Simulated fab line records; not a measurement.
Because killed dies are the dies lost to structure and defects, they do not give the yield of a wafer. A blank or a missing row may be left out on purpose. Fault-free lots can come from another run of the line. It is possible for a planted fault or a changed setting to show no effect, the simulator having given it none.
Struck lot and sound lot, side by side || flow n5-finfet || 15 steps out of a route of 1938
Sound: wafers L699.2, L699.4, L699.5. Struck: wafer L709.2. (L709.4, L709.6 of the same lot were not struck and are left out.) The cause comes at the end.
Each step with rows lists, per side, the tool, then ch with its chambers, then its first start. Under that, the readings that differ: sound wafers || struck wafers || difference of the means || sigmas: that difference in standard deviations of wafers without a fault.
alike: words and numbers the same on both sides, and readings whose means are apart by under 2 such deviations; not compared: readings that were withheld, readings missing a value for some wafer, numbers with overlapping values and no deviation given by the record, and bounds like >300 which may hide the same value.
Wherever a step has rows on one side only, a row that says differs or no value, or a row with sigmas, the two part there. Numbers that have no deviation but don't overlap get no sigmas and don't part them. A reading that every wafer of one side lacks parts them only if that side has two wafers or more.

first, 8 steps without rows for these wafers: N5_MIM_TOP_LITHO_HMDS_01 (time 60 s); N5_MIM_TOP_LITHO_COAT_02; N5_MIM_TOP_LITHO_EBR_04; N5_MIM_TOP_LITHO_SOFTBAKE_03 (time 90 s); N5_MIM_TOP_LITHO_EXPOSE_05 (exposes mask MIM TOP, target cd 2000 nm); N5_MIM_TOP_LITHO_PEB_06; N5_MIM_TOP_LITHO_DEVELOP_07 (develop time 60 s); N5_MIM_TOP_LITHO_HARDBAKE_09 (time 120 s).
N5_MIM_TOP_LITHO_CD_MEAS_08: target cd 2000 nm.
  sound on cd-sem-03 ch 0, day 13 07:14; struck on cd-sem-03 ch 0, day 15 10:50
  alike: cd-nm
N5_MIM_TOP_LITHO_OVL_MEAS_11:
  sound on overlay-02 ch 0, day 13 07:16; struck on overlay-02 ch 0, day 15 10:52
  alike: MIM_TOP_OVL
N5_MIM_TOP_LITHO_INSPECT_12: inspects for defects (macro).
  sound: defect-inspect-02 at day 13 07:17; struck: defect-inspect-01 at day 15 10:53
  alike: raw-defect-count
N5_MIM_TOP_LITHO_DESCUM_10: chemistry O2, time 7.9 s.
  sound on rie-diel-06 ch 0,2,3, day 13 07:26; struck on rie-diel-05 ch 1, day 15 11:13
{"reading": "rf-fwd-power-W (W)", "sound": "49.89 49.60 49.75", "struck": 49.32, "difference": -0.43, "sigmas": -3}
  alike: drypump-motor-current-A, o2-flow-sccm, oes-product-au, rf-vpp-V, showerhead-plenum-p-Torr, throttle-valve-pct
  not compared: rf-hours-counter-h
N5_MIM_TOP_ETCH_ETCH_00: etches TiN in Cl2/BCl3, target depth 38.5 nm.
  sound on rie-metal-02 ch 0,1, day 13 07:32; struck on rie-metal-02 ch 0, day 15 11:20
{"reading": "mfc-cl2-sccm (sccm)", "sound": "53.22 53.32 53.54", "struck": 35.51, "difference": -17.85, "sigmas": "-99 or more"}
{"reading": "throttle-valve-pct (%)", "sound": "22.39 22.41 22.56", "struck": 20.31, "difference": -2.14, "sigmas": -23}
  alike: bcl3-flow-sccm, drypump-motor-current-A, oes-product-au, rf-fwd-power-W
  not compared: rf-hours-counter-h
N5_MIM_TOP_ETCH_STRIP_01: strips in O2.
  sound on rie-diel-01 ch 1,2, day 13 07:40; struck on rie-diel-01 ch 3, day 15 11:28
  alike: drypump-motor-current-A, o2-flow-sccm, oes-product-au, rf-vpp-V, showerhead-plenum-p-Torr, throttle-valve-pct
  not compared: rf-hours-counter-h
N5_PASSIVATION_PROBE_49:
  sound: prober-01 at day 13 19:40; struck: prober-02 at day 15 23:16
{"reading": "killed-open", "sound": "75 89 68", "struck": 47, "difference": -30, "sigmas": -2}
{"reading": "sort_bin_5_function (%)", "sound": "5.1 6.4 6.1", "struck": 3.8, "difference": -2.1, "sigmas": -2}
  alike: defect-limited-yield, killed_at_M0_to_M3, killed_at_M4_up, killed-at-contacts, killed-at-front-end, killed-at-other, killed-dies, killed-short, sort_bin_6_memory, sort_bin_8_speed, sort-n-pass, sort-yield-pct

WHERE THEY PART
Last at N5_PASSIVATION_PROBE_49 as far as this record goes, first at N5_MIM_TOP_LITHO_DESCUM_10.

WHY: what the simulator had put in
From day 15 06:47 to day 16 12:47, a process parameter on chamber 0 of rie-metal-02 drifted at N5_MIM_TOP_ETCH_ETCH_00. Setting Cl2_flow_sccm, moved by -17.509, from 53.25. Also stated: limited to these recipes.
